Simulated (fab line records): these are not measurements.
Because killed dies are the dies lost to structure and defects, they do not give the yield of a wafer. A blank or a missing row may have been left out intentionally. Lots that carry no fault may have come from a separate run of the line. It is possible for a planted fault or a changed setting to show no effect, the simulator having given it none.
What tool caused it? | flow n5Finfet | 22 lots with 66 wafers sampled at 6 steps, on a route of 1938 steps

## WHAT THE GAUGES READ, wafer by wafer
Not one reading of a measure or inspect step in the record can be checked against a usual standard deviation.

## WHICH TOOL RAN EACH LOT (tool, then ch and the chambers of the sampled wafers, then the start)
lot  | N5_SD_EPI_N_ETCH_34              | N5_SD_EPI_N_ETCH_45              | N5_SD_EPI_N_STRIP_38               | N5_SD_EPI_N_VAPOR_ETCH_50     | N5_SD_EPI_N_LINER_46            | N5_SD_EPI_P_ETCH_37
L074 | rieDiel-03 ch 0,1,3, day 3 00:14 | rieDiel-03 ch 0,1,3, day 3 00:43 | plasmaAsher-01 ch 0,1, day 3 00:59 | epiRpcvd-03 ch 0, day 3 01:43 | aldSin-03 ch 1,2, day 3 03:58   | rieDiel-05 ch 2,3, day 3 04:40
L075 | rieDiel-06 ch 0,3, day 3 10:51   | rieDiel-06 ch 0,3, day 3 11:20   | plasmaAsher-01 ch 0,1, day 3 11:36 | epiRpcvd-02 ch 0, day 3 12:19 | aldSin-03 ch 1,2,3, day 3 14:43 | rieDiel-02 ch 0,3, day 3 15:33
L076 | rieDiel-06 ch 1,3, day 3 12:05   | rieDiel-06 ch 1,3, day 3 12:34   | plasmaAsher-01 ch 0,1, day 3 12:50 | epiRpcvd-03 ch 0, day 3 13:32 | aldSin-03 ch 0,1,3, day 3 15:44 | rieDiel-02 ch 1,2, day 3 16:26
L077 | rieDiel-06 ch 0,1,2, day 3 19:06 | rieDiel-06 ch 0,1,2, day 3 19:35 | plasmaAsher-01 ch 0,1, day 3 19:50 | epiRpcvd-01 ch 0, day 3 20:43 | aldSin-01 ch 0,1, day 3 23:31   | rieDiel-02 ch 0,1,3, day 4 00:13
L078 | rieDiel-03 ch 0,1,3, day 4 00:22 | rieDiel-03 ch 0,1,3, day 4 00:50 | plasmaAsher-01 ch 0,1, day 4 01:06 | epiRpcvd-03 ch 0, day 4 01:49 | aldSin-03 ch 0,1,2, day 4 04:01 | rieDiel-02 ch 1,2,3, day 4 04:49
L079 | rieDiel-06 ch 0,1, day 4 04:38   | rieDiel-06 ch 0,1, day 4 05:07   | plasmaAsher-02 ch 0,1, day 4 05:23 | epiRpcvd-03 ch 0, day 4 06:06 | aldSin-04 ch 1,3, day 4 08:23   | rieDiel-05 ch 0,2,3, day 4 09:13
L080 | rieDiel-06 ch 1,2,3, day 4 13:27 | rieDiel-06 ch 0,1,3, day 4 13:56 | plasmaAsher-02 ch 0,1, day 4 14:11 | epiRpcvd-03 ch 0, day 4 15:03 | aldSin-03 ch 1,2,3, day 4 17:25 | rieDiel-05 ch 0,1,3, day 4 18:22
L082 | rieDiel-06 ch 1,2, day 5 01:10   | rieDiel-06 ch 1,2, day 5 01:39   | plasmaAsher-02 ch 0,1, day 5 01:55 | epiRpcvd-01 ch 0, day 5 02:44 | aldSin-03 ch 0,1,2, day 5 05:34 | rieDiel-02 ch 2,3, day 5 06:23
L084 | rieDiel-01 ch 2,3, day 5 16:37   | rieDiel-01 ch 2,3, day 5 17:06   | plasmaAsher-01 ch 0,1, day 5 17:22 | epiRpcvd-03 ch 0, day 5 18:08 | aldSin-01 ch 0,1, day 5 20:19   | rieDiel-04 ch 1,2,3, day 5 21:12
L085 | rieDiel-06 ch 1,2,3, day 5 23:45 | rieDiel-06 ch 1,2,3, day 6 00:14 | plasmaAsher-01 ch 0,1, day 6 00:30 | epiRpcvd-03 ch 0, day 6 01:13 | aldSin-03 ch 1,2,3, day 6 03:29 | rieDiel-04 ch 0,2,3, day 6 04:11
L086 | rieDiel-06 ch 2,3, day 6 02:46   | rieDiel-06 ch 2,3, day 6 03:14   | plasmaAsher-01 ch 0,1, day 6 03:31 | epiRpcvd-01 ch 0, day 6 04:23 | aldSin-01 ch 0,2, day 6 07:13   | rieDiel-04 ch 0,1,2, day 6 07:56
L087 | rieDiel-03 ch 1,2, day 6 06:39   | rieDiel-03 ch 1,2, day 6 07:08   | plasmaAsher-01 ch 0,1, day 6 07:23 | epiRpcvd-01 ch 0, day 6 08:14 | aldSin-03 ch 1,2,3, day 6 11:02 | rieDiel-05 ch 1,2,3, day 6 11:52
L088 | rieDiel-01 ch 0,1,3, day 6 14:04 | rieDiel-01 ch 0,1,3, day 6 14:32 | plasmaAsher-01 ch 0,1, day 6 14:49 | epiRpcvd-02 ch 0, day 6 15:39 | aldSin-03 ch 0,1,3, day 6 19:13 | rieDiel-02 ch 0,1,2, day 6 20:04
L089 | rieDiel-03 ch 1,3, day 6 19:37   | rieDiel-03 ch 1,3, day 6 20:06   | plasmaAsher-01 ch 0,1, day 6 20:22 | epiRpcvd-01 ch 0, day 6 21:07 | aldSin-03 ch 0,1, day 6 23:18   | rieDiel-02 ch 0,1, day 7 00:00
L090 | rieDiel-06 ch 0,1,2, day 7 01:37 | rieDiel-06 ch 0,1,2, day 7 02:06 | plasmaAsher-02 ch 0,1, day 7 02:22 | epiRpcvd-02 ch 0, day 7 03:25 | aldSin-01 ch 1,2,3, day 7 07:01 | rieDiel-04 ch 1,2,3, day 7 07:50
L091 | rieDiel-06 ch 0,1,2, day 7 05:40 | rieDiel-06 ch 0,1,2, day 7 06:08 | plasmaAsher-02 ch 0,1, day 7 06:26 | epiRpcvd-01 ch 0, day 7 07:12 | aldSin-03 ch 0,1, day 7 09:20   | rieDiel-04 ch 1,2, day 7 10:10
L092 | rieDiel-03 ch 1,2,3, day 7 14:54 | rieDiel-03 ch 1,2,3, day 7 15:23 | plasmaAsher-01 ch 0,1, day 7 15:39 | epiRpcvd-01 ch 0, day 7 16:29 | aldSin-01 ch 0,1,3, day 7 19:18 | rieDiel-02 ch 0,1, day 7 20:08
L093 | rieDiel-01 ch 0,3, day 7 19:16   | rieDiel-01 ch 0,3, day 7 19:44   | plasmaAsher-01 ch 0,1, day 7 20:02 | epiRpcvd-03 ch 0, day 7 20:49 | aldSin-01 ch 0,3, day 7 22:56   | rieDiel-02 ch 0,1,3, day 7 23:48
L094 | rieDiel-06 ch 1,2,3, day 8 00:52 | rieDiel-06 ch 1,2,3, day 8 01:21 | plasmaAsher-01 ch 0,1, day 8 01:37 | epiRpcvd-03 ch 0, day 8 02:22 | aldSin-04 ch 0,1,3, day 8 04:32 | rieDiel-04 ch 0,1,2, day 8 05:14
L095 | rieDiel-03 ch 0,3, day 8 06:04   | rieDiel-03 ch 0,3, day 8 06:33   | plasmaAsher-01 ch 0,1, day 8 06:49 | epiRpcvd-03 ch 0, day 8 07:31 | aldSin-04 ch 1,2, day 8 09:44   | rieDiel-04 ch 0,2, day 8 10:33
L096 | rieDiel-01 ch 0,3, day 8 13:31   | rieDiel-01 ch 0,3, day 8 14:00   | plasmaAsher-01 ch 0,1, day 8 14:16 | epiRpcvd-01 ch 0, day 8 14:58 | aldSin-03 ch 0,1,2, day 8 17:44 | rieDiel-05 ch 0,1, day 8 18:28
L097 | rieDiel-01 ch 1,2, day 8 21:30   | rieDiel-01 ch 1,2, day 8 21:59   | plasmaAsher-01 ch 0,1, day 8 22:14 | epiRpcvd-02 ch 0, day 8 22:57 | aldSin-03 ch 0,1,2, day 9 01:26 | rieDiel-02 ch 1,2,3, day 9 02:08
- N5_SD_EPI_N_ETCH_34: etches SiARC in CF4, target depth 45.5 nm, time 75.8 s.
- N5_SD_EPI_N_ETCH_45: etches SiOCN in CH3F/O2, target depth 6 nm.
- N5_SD_EPI_N_STRIP_38: strips in N2/H2.
- N5_SD_EPI_N_VAPOR_ETCH_50: etches Si in HCl, time 54 s.
- N5_SD_EPI_N_LINER_46: material SiNx, target thk 3 nm.
- N5_SD_EPI_P_ETCH_37: etches SOC in N2/H2, overetch 108 nm, time 486 s.

## WHAT THE TOOLS THEMSELVES READ (means of the sampled wafers that have a number; where no wafer has one, the mark that the record gives instead)
N5_SD_EPI_N_ETCH_34.
lot  | tool       | drypumpMotorCurrentA (A) | etchRfOnTimeS (s) | oesProductAu (a.u.) | rfVppV (V) | showerheadPlenumPTorr (Torr) | throttleValvePct (%)
L074 | rieDiel-03 | 5.6                      | 76.0              | 0.65                | 184.6      | 2.17                         | 15.62
L075 | rieDiel-06 | 4.9                      | 75.6              | 0.71                | 184.2      | 2.13                         | 15.34
L076 | rieDiel-06 | 5.0                      | 76.9              | 0.73                | 182.8      | 2.12                         | 15.26
L077 | rieDiel-06 | 5.2                      | 75.1              | 0.70                | 183.9      | 2.16                         | 15.64
L078 | rieDiel-03 | 5.6                      | 76.2              | 0.64                | 184.3      | 2.17                         | 15.62
L079 | rieDiel-06 | 5.2                      | 76.4              | 0.66                | 184.4      | 2.21                         | 15.71
L080 | rieDiel-06 | 5.2                      | 75.2              | 0.72                | 183.9      | 2.11                         | 15.44
L082 | rieDiel-06 | 5.3                      | 75.0              | 0.71                | 183.1      | 2.14                         | 15.59
L084 | rieDiel-01 | 5.6                      | 76.6              | 0.72                | 185.9      | 2.26                         | 15.65
L085 | rieDiel-06 | 5.2                      | 75.0              | 0.71                | 182.9      | 2.11                         | 15.46
L086 | rieDiel-06 | 5.1                      | 74.2              | 0.71                | 184.1      | 2.07                         | 15.47
L087 | rieDiel-03 | 5.1                      | 76.1              | 0.67                | 183.9      | 2.07                         | 15.42
L088 | rieDiel-01 | 6.0                      | 75.3              | 0.66                | 183.8      | 2.17                         | 15.65
L089 | rieDiel-03 | 5.5                      | 76.0              | 0.80                | 183.8      | 2.15                         | 15.38
L090 | rieDiel-06 | 5.2                      | 75.0              | 0.67                | 183.9      | 2.15                         | 15.69
L091 | rieDiel-06 | 5.2                      | 75.3              | 0.67                | 184.3      | 2.15                         | 15.68
L092 | rieDiel-03 | 5.5                      | 76.7              | 0.70                | 183.8      | 2.10                         | 15.52
L093 | rieDiel-01 | 5.9                      | 74.5              | 0.66                | 184.4      | 2.17                         | 15.67
L094 | rieDiel-06 | 5.2                      | 75.3              | 0.69                | 183.8      | 2.10                         | 15.49
L095 | rieDiel-03 | 6.1                      | 74.2              | 0.67                | 184.8      | 2.19                         | 15.74
L096 | rieDiel-01 | 6.2                      | 75.1              | 0.70                | 186.1      | 2.21                         | 15.50
L097 | rieDiel-01 | 5.4                      | 77.6              | 0.71                | 183.9      | 2.20                         | 15.71

N5_SD_EPI_N_ETCH_45.
lot  | tool       | drypumpMotorCurrentA (A) | oesProductAu (a.u.) | rfVppV (V) | showerheadPlenumPTorr (Torr) | throttleValvePct (%)
L074 | rieDiel-03 | 5.6                      | 0.76                | 127.4      | 2.02                         | 23.31
L075 | rieDiel-06 | 5.0                      | 0.83                | 128.6      | 1.98                         | 23.11
L076 | rieDiel-06 | 5.1                      | 0.86                | 127.4      | 1.97                         | 23.06
L077 | rieDiel-06 | 5.2                      | 0.81                | 126.4      | 2.01                         | 23.39
L078 | rieDiel-03 | 5.6                      | 0.75                | 128.0      | 2.02                         | 23.31
L079 | rieDiel-06 | 5.1                      | 0.78                | 127.9      | 2.06                         | 23.47
L080 | rieDiel-06 | 5.1                      | 0.80                | 127.8      | 2.01                         | 23.28
L082 | rieDiel-06 | 5.3                      | 0.83                | 127.6      | 2.00                         | 23.35
L084 | rieDiel-01 | 5.6                      | 0.84                | 128.4      | 2.11                         | 23.43
L085 | rieDiel-06 | 5.2                      | 0.83                | 126.7      | 1.96                         | 23.21
L086 | rieDiel-06 | 5.1                      | 0.84                | 127.3      | 1.93                         | 23.21
L087 | rieDiel-03 | 5.1                      | 0.78                | 127.1      | 1.93                         | 23.21
L088 | rieDiel-01 | 5.9                      | 0.77                | 128.2      | 2.01                         | 23.28
L089 | rieDiel-03 | 5.5                      | 0.94                | 127.5      | 2.01                         | 23.17
L090 | rieDiel-06 | 5.2                      | 0.79                | 127.8      | 2.00                         | 23.42
L091 | rieDiel-06 | 5.2                      | 0.78                | 127.5      | 2.00                         | 23.44
L092 | rieDiel-03 | 5.5                      | 0.83                | 126.8      | 1.96                         | 23.29
L093 | rieDiel-01 | 5.9                      | 0.78                | 127.4      | 2.01                         | 23.27
L094 | rieDiel-06 | 5.2                      | 0.81                | 126.1      | 1.96                         | 23.24
L095 | rieDiel-03 | 6.1                      | 0.78                | 127.6      | 2.05                         | 23.44
L096 | rieDiel-01 | 6.2                      | 0.81                | 127.1      | 2.06                         | 23.15
L097 | rieDiel-01 | 5.3                      | 0.83                | 127.9      | 2.05                         | 23.51

N5_SD_EPI_N_STRIP_38.
lot  | tool           | drypumpMotorCurrentA (A) | heaterPowerW (W) | oesProductAu (a.u.)
L074 | plasmaAsher-01 | 5.5                      | 348              | 0.756
L075 | plasmaAsher-01 | 5.5                      | 350              | 0.770
L076 | plasmaAsher-01 | 5.9                      | 334              | 0.762
L077 | plasmaAsher-01 | 5.5                      | 352              | 0.759
L078 | plasmaAsher-01 | 5.5                      | 352              | 0.760
L079 | plasmaAsher-02 | 5.8                      | 349              | 0.766
L080 | plasmaAsher-02 | 5.8                      | 347              | 0.761
L082 | plasmaAsher-02 | 5.8                      | 344              | 0.761
L084 | plasmaAsher-01 | 5.5                      | 347              | 0.758
L085 | plasmaAsher-01 | 5.9                      | 335              | 0.767
L086 | plasmaAsher-01 | 5.9                      | 335              | 0.769
L087 | plasmaAsher-01 | 5.5                      | 348              | 0.763
L088 | plasmaAsher-01 | 5.5                      | 354              | 0.756
L089 | plasmaAsher-01 | 5.9                      | 335              | 0.753
L090 | plasmaAsher-02 | 5.7                      | 379              | 0.759
L091 | plasmaAsher-02 | 5.7                      | 373              | 0.756
L092 | plasmaAsher-01 | 5.9                      | 333              | 0.759
L093 | plasmaAsher-01 | 5.5                      | 355              | 0.750
L094 | plasmaAsher-01 | 5.5                      | 352              | 0.766
L095 | plasmaAsher-01 | 5.9                      | 338              | 0.760
L096 | plasmaAsher-01 | 5.9                      | 335              | 0.758
L097 | plasmaAsher-01 | 5.9                      | 333              | 0.760

N5_SD_EPI_N_VAPOR_ETCH_50.
lot  | tool        | susceptorTempC (C) | throttleValvePct (%)
L074 | epiRpcvd-03 | 775.3              | 11.85
L075 | epiRpcvd-02 | 775.2              | 12.12
L076 | epiRpcvd-03 | 775.2              | 11.87
L077 | epiRpcvd-01 | 774.8              | 11.79
L078 | epiRpcvd-03 | 775.2              | 11.83
L079 | epiRpcvd-03 | 774.7              | 11.83
L080 | epiRpcvd-03 | 775.3              | 11.93
L082 | epiRpcvd-01 | 774.8              | 11.88
L084 | epiRpcvd-03 | 774.6              | 11.89
L085 | epiRpcvd-03 | 774.9              | 11.84
L086 | epiRpcvd-01 | 775.0              | 11.87
L087 | epiRpcvd-01 | 775.2              | 11.83
L088 | epiRpcvd-02 | 774.7              | 12.04
L089 | epiRpcvd-01 | 774.9              | 11.93
L090 | epiRpcvd-02 | 775.3              | 12.00
L091 | epiRpcvd-01 | 774.7              | 11.84
L092 | epiRpcvd-01 | 775.0              | 11.92
L093 | epiRpcvd-03 | 774.9              | 11.90
L094 | epiRpcvd-03 | 774.7              | 11.85
L095 | epiRpcvd-03 | 775.0              | 11.94
L096 | epiRpcvd-01 | 775.0              | 11.73
L097 | epiRpcvd-02 | 774.9              | 12.10

N5_SD_EPI_N_LINER_46.
lot  | tool      | heaterPowerW (W) | susceptorTempC (C)
L074 | aldSin-03 | 886              | 400.07
L075 | aldSin-03 | 861              | 400.16
L076 | aldSin-03 | 852              | 400.13
L077 | aldSin-01 | 818              | 400.23
L078 | aldSin-03 | 865              | 400.16
L079 | aldSin-04 | 973              | 399.96
L080 | aldSin-03 | 870              | 399.92
L082 | aldSin-03 | 870              | 400.07
L084 | aldSin-01 | 839              | 399.98
L085 | aldSin-03 | 863              | 400.10
L086 | aldSin-01 | 957              | 400.20
L087 | aldSin-03 | 860              | 400.03
L088 | aldSin-03 | 847              | 400.10
L089 | aldSin-03 | 828              | 399.98
L090 | aldSin-01 | 949              | 400.03
L091 | aldSin-03 | 844              | 400.06
L092 | aldSin-01 | 846              | 400.05
L093 | aldSin-01 | 845              | 400.18
L094 | aldSin-04 | 873              | 400.32
L095 | aldSin-04 | 895              | 399.71
L096 | aldSin-03 | 867              | 400.02
L097 | aldSin-03 | 874              | 400.08

N5_SD_EPI_P_ETCH_37.
lot  | tool       | drypumpMotorCurrentA (A) | oesProductAu (a.u.) | rfVppV (V) | showerheadPlenumPTorr (Torr) | throttleValvePct (%)
L074 | rieDiel-05 | 5.8                      | 0.72                | 240.2      | 2.52                         | 23.37
L075 | rieDiel-02 | 5.9                      | 0.67                | 240.7      | 2.52                         | 23.79
L076 | rieDiel-02 | 6.2                      | 0.69                | 241.2      | 2.59                         | 24.01
L077 | rieDiel-02 | 5.9                      | 0.68                | 240.1      | 2.50                         | 23.97
L078 | rieDiel-02 | 6.1                      | 0.68                | 241.2      | 2.55                         | 23.97
L079 | rieDiel-05 | 5.8                      | 0.72                | 241.6      | 2.56                         | 23.59
L080 | rieDiel-05 | 6.2                      | 0.71                | 241.0      | 2.55                         | 23.68
L082 | rieDiel-02 | 6.0                      | 0.66                | 241.3      | 2.55                         | 23.80
L084 | rieDiel-04 | 5.6                      | 0.71                | 241.0      | 2.54                         | 23.59
L085 | rieDiel-04 | 5.6                      | 0.65                | 239.8      | 2.49                         | 23.60
L086 | rieDiel-04 | 5.6                      | 0.71                | 240.5      | 2.52                         | 23.72
L087 | rieDiel-05 | 5.9                      | 0.67                | 241.4      | 2.57                         | 23.59
L088 | rieDiel-02 | 6.0                      | 0.68                | 241.1      | 2.54                         | 24.03
L089 | rieDiel-02 | 5.9                      | 0.69                | 239.9      | 2.48                         | 24.19
L090 | rieDiel-04 | 5.6                      | 0.70                | 240.4      | 2.54                         | 23.61
L091 | rieDiel-04 | 5.9                      | 0.71                | 241.5      | 2.55                         | 23.75
L092 | rieDiel-02 | 5.9                      | 0.68                | 240.5      | 2.47                         | 24.18
L093 | rieDiel-02 | 5.9                      | 0.66                | 239.7      | 2.49                         | 24.00
L094 | rieDiel-04 | 5.5                      | 0.70                | 240.3      | 2.51                         | 23.75
L095 | rieDiel-04 | 5.9                      | 0.65                | 239.6      | 2.49                         | 23.77
L096 | rieDiel-05 | 6.1                      | 0.70                | 242.7      | 2.58                         | 23.93
L097 | rieDiel-02 | 6.1                      | 0.66                | 240.7      | 2.53                         | 24.01

## THE ANSWER, worked out from the rows above alone
Rule: the lots themselves supply what counts as usual. Put in order of their means at a reading, lots are off if they are a third of the lots or fewer, leave a main group of 4 or more, and stand apart from it by a gap of 3 or more times the standard deviation of the main group's means; of several such gaps the widest counts. A main group whose means are all the same, to the digits that the tables above print for the reading, isn't used. Also off: a lot with no number at a reading for which 4 or more lots have one. All remaining lots with rows at the step are treated as sound. First the gauges in route order, then the tools' own readings, where a lot's mean is used as printed above. At the first step where some lot is off, the reading lying furthest off is the one used; lots without a number count as furthest.
Nothing can be told from this: no lot is off at any reading shown.

## WHAT WAS PUT IN BY THE SIMULATOR
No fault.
